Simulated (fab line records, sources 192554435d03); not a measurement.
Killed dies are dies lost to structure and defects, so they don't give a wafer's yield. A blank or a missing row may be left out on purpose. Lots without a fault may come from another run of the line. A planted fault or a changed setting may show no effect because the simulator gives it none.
Problem report in the 8D (eight disciplines) form, filled by code | flow n5_finfet | the parts of the form that need people (team, actions taken, sign-off) are left out

1. THE PROBLEM
bias_w at N5_GATE_CUT_ETCH_56 reads a mean of 57.05 W on 1 wafer of 1 lot; wafers without a fault read 59.99 W with a standard deviation of 0.18. That is -16 standard deviations from the usual mean.
The step: etches TiN in Cl2/Ar, target depth 21.6 nm.
First seen on wafer L987.5, day 7 14:31, on rie_metal-03. The record holds 27 wafers of 9 lots with a number at this step. Rule for "out", or "out of limits": more than 4 standard deviations from the usual mean. The other wafers with a number count as sound.

2. WHAT IT IS AND WHAT IT IS NOT
question                    | is               | is not
which readings at this step | bias_w           | drypump_motor_current_A, mfc_cl2_sccm, oes_product_au, throttle_valve_pct
which lots                  | L987             | L975, L977, L978, L982, L983, L989, L996, L998
which wafers of those lots  | L987.5           | L987.1, L987.6
read on which tools         | rie_metal-03     | rie_metal-01, rie_metal-02
when                        | from day 7 14:31 | up to then (17 sound wafers); but 9 sound wafers of L989, L996, L998 came after

3. SUSPECTS, AND WHAT RULES EACH OUT
Counting: a tool at a process step up to the reading stays a suspect if it ran every lot that is out. Sound lots after the first of them don't rule it out here, since some wafers of a struck lot are sound.
- rie_diel-06 at N5_HKMG_FIN_ETCH_86 (etches SOC in N2/H2, stops on TiN, target depth 393.2 nm): kept. It ran the lot that is out, L987 (day 7 11:19); its last sound lot up to then is L977 (day 4 18:36).
- rie_diel-03 at N5_HKMG_FIN_STRIP_90 (strips SOC in N2/H2, time 20 s): kept. It ran the lot that is out, L987 (day 7 12:26); its last sound lot up to then is L982 (day 6 02:41).
- plasma_asher-01 at N5_HKMG_FIN_STRIP_69 (strips in N2/H2, time 360 s): kept. It ran the lot that is out, L987 (day 7 12:44); its last sound lot up to then is L975 (day 4 16:15).
- rie_metal-03 at N5_GATE_CUT_ETCH_56 (etches TiN in Cl2/Ar, target depth 21.6 nm): kept. It ran the lot that is out, L987 (day 7 14:31); its last sound lot up to then is L983 (day 6 12:17). Its own readings are out on those wafers: bias_w.
- Within rie_diel-03 at N5_HKMG_FIN_STRIP_90: the wafers that are out ran in chamber 2; their sound lot-mates ran in chambers 0, 3.
- Within rie_metal-03 at N5_GATE_CUT_ETCH_56: the wafers that are out ran in chamber 0; their sound lot-mates ran in chamber 1.
Left after counting: rie_diel-06 at N5_HKMG_FIN_ETCH_86, rie_diel-03 at N5_HKMG_FIN_STRIP_90, plasma_asher-01 at N5_HKMG_FIN_STRIP_69, rie_metal-03 at N5_GATE_CUT_ETCH_56.

4. THE CAUSE (what the simulator had put in)
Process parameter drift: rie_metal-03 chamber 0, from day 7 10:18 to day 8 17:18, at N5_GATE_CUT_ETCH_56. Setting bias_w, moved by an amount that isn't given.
Counting left 4 suspects, and this tool is among them.

5. THE CHAIN OF EFFECTS, in route order
Each row: a reading whose mean over the struck wafers that have a number lies more than 3 standard deviations from the usual. Only readings for which the record gives a usual standard deviation are gone through. hours: the time from each lot's start at the first step in this table that gives one to its start at this step, as a median over the lots. sigmas: the change in usual standard deviations.
hours | step                | reading | usual   | on struck wafers | change | sigmas
0     | N5_GATE_CUT_ETCH_56 | bias_w  | 59.99 W | 57.05            | -2.94  | -16
The process steps in it:
- N5_GATE_CUT_ETCH_56: etches TiN in Cl2/Ar, target depth 21.6 nm.
Later measuring or inspecting steps at which every struck wafer that the step has a row for has a number for every such reading, and none has moved that far: N5_BEOL_M4_RC_MEAS_101.

6. WHAT WOULD HAVE CAUGHT IT SOONER
In this record the first reading out of limits was taken at day 7 14:31, 4 hours after the fault began at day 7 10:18.
